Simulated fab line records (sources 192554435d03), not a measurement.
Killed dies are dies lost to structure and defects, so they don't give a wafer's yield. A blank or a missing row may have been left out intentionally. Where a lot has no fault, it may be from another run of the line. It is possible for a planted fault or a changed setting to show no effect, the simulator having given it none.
Code-filled problem report in 8D (eight disciplines) form / flow n5_finfet / the parts of the form that need people (team, actions taken, sign-off) are left out

== 1. WHAT IS WRONG ==
raw_defect_count at N5_SPACER0_INSPECT_04 reads a mean of 420 on 1 wafer of 1 lot; wafers without a fault read 145 with a standard deviation of 33. Measured from the usual mean, that is +8.3 standard deviations.
The step: inspects for defects (darkfield).
First observed at day 6 01:35: wafer L941.4, on defect_inspect-02. The record holds 24 wafers of 8 lots with a number at this step. Rule for "out", or "out of limits": more than 4 standard deviations from the usual mean. The other wafers with a number count as sound.

== 2. WHAT IT IS AND WHAT IT IS NOT ==
question=which readings at this step | is=raw_defect_count | is not=-
question=which lots | is=L941 | is not=L931, L936, L947, L948, L950, L951, L952
question=which wafers of those lots | is=L941.4 | is not=L941.1, L941.3
question=read on which gauges | is=defect_inspect-02 | is not=defect_inspect-01
question=when | is=from day 6 01:35 | is not=up to then (8 sound wafers); but 15 sound wafers of L947, L948, L950, L951, L952 came after

== 3. SUSPECTS, AND WHAT RULES EACH OUT ==
Counting: if a tool at a process step up to the reading ran every lot that is out, it stays a suspect. Sound lots after the first of them don't rule it out here, since some wafers of a struck lot are sound.
- the gauge at N5_SPACER0_INSPECT_04 is ruled out. All the wafers that are out were read on defect_inspect-02, but those of them that N5_SD_EPI_N_INSPECT_11 has rows for are out there too, on other tools.
- ald_sin-04 at N5_SPACER0_ALD_07 (deposits SiNx, target thk 2 nm): kept. L941, the lot that is out, went through it at day 6 01:01; up to then, the latest sound lot through it was L936 at day 4 20:53.
- ald_sin-04, N5_SPACER0_ALD_07: wafers that are out in chamber 2, sound lot-mates in chambers 0, 3.
The count leaves ald_sin-04 at N5_SPACER0_ALD_07.

== 4. THE CAUSE (what the simulator had put in) ==
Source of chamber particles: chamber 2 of ald_sin-04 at N5_SPACER0_ALD_07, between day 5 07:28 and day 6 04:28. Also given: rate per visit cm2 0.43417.
This tool alone remained once counting was done.

== 5. THE EFFECT CHAIN, in route order ==
One row per reading whose mean, taken over the struck wafers that have a number, lies over 3 standard deviations from the usual. Only readings whose record carries a usual standard deviation are examined. hours: median over the lots of the time between each lot's start at the first step of this table that gives one and its start at this step. sigmas: the change, counted in usual standard deviations.
hours=0; step=N5_SPACER0_INSPECT_04; reading=raw_defect_count; usual=145; on struck wafers=420; change=+275; sigmas=+8.3
hours=0; step=N5_SD_EPI_N_INSPECT_11; reading=raw_defect_count; usual=2.1; on struck wafers=268.0; change=+265.9; sigmas=+99 or more
hours=5; step=N5_SD_EPI_N_INSPECT_26; reading=raw_defect_count; usual=223; on struck wafers=496; change=+273; sigmas=+6.7
hours=9; step=N5_SD_EPI_P_INSPECT_26; reading=raw_defect_count; usual=189; on struck wafers=476; change=+287; sigmas=+7.8
hours=250; step=N5_PASSIVATION_PROBE_49; reading=defect_limited_yield; usual=91.1 %; on struck wafers=83.6; change=-7.5; sigmas=-5.4
hours=250; step=N5_PASSIVATION_PROBE_49; reading=killed_at_front_end; usual=39; on struck wafers=109; change=+70; sigmas=+6.4
hours=250; step=N5_PASSIVATION_PROBE_49; reading=killed_dies; usual=105; on struck wafers=193; change=+88; sigmas=+5.5
hours=250; step=N5_PASSIVATION_PROBE_49; reading=killed_on_rim; usual=13; on struck wafers=34; change=+21; sigmas=+5.7
hours=250; step=N5_PASSIVATION_PROBE_49; reading=sort_bin_5_function; usual=5.2 %; on struck wafers=10.0; change=+4.8; sigmas=+5.5
hours=250; step=N5_PASSIVATION_PROBE_49; reading=sort_n_pass; usual=1075; on struck wafers=987; change=-88; sigmas=-5.5
hours=250; step=N5_PASSIVATION_PROBE_49; reading=sort_yield_pct; usual=91.1 %; on struck wafers=83.6; change=-7.5; sigmas=-5.4
Process steps it contains:
- N5_PASSIVATION_PROBE_49
At these later measuring or inspecting steps, every struck wafer for which the step has a row has a number for every such reading, and none has moved that far: N5_BEOL_M4_RC_MEAS_101.

== 6. HOW IT WOULD HAVE BEEN CAUGHT EARLIER ==
Counted from the fault's start at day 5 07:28, it took 18 hours until the first out-of-limits reading at a measuring or inspecting step in this record, taken at day 6 01:35.
An alarm limit of 4 standard deviations would not have fired on the tool readings at N5_SPACER0_ALD_07 for which the record gives a usual standard deviation, since none of them was out on any struck wafer.
Lots out: 1; all had begun N5_SPACER0_ALD_07 on ald_sin-04 by day 6 01:35. None of them would have been spared by holding the tool at that moment.
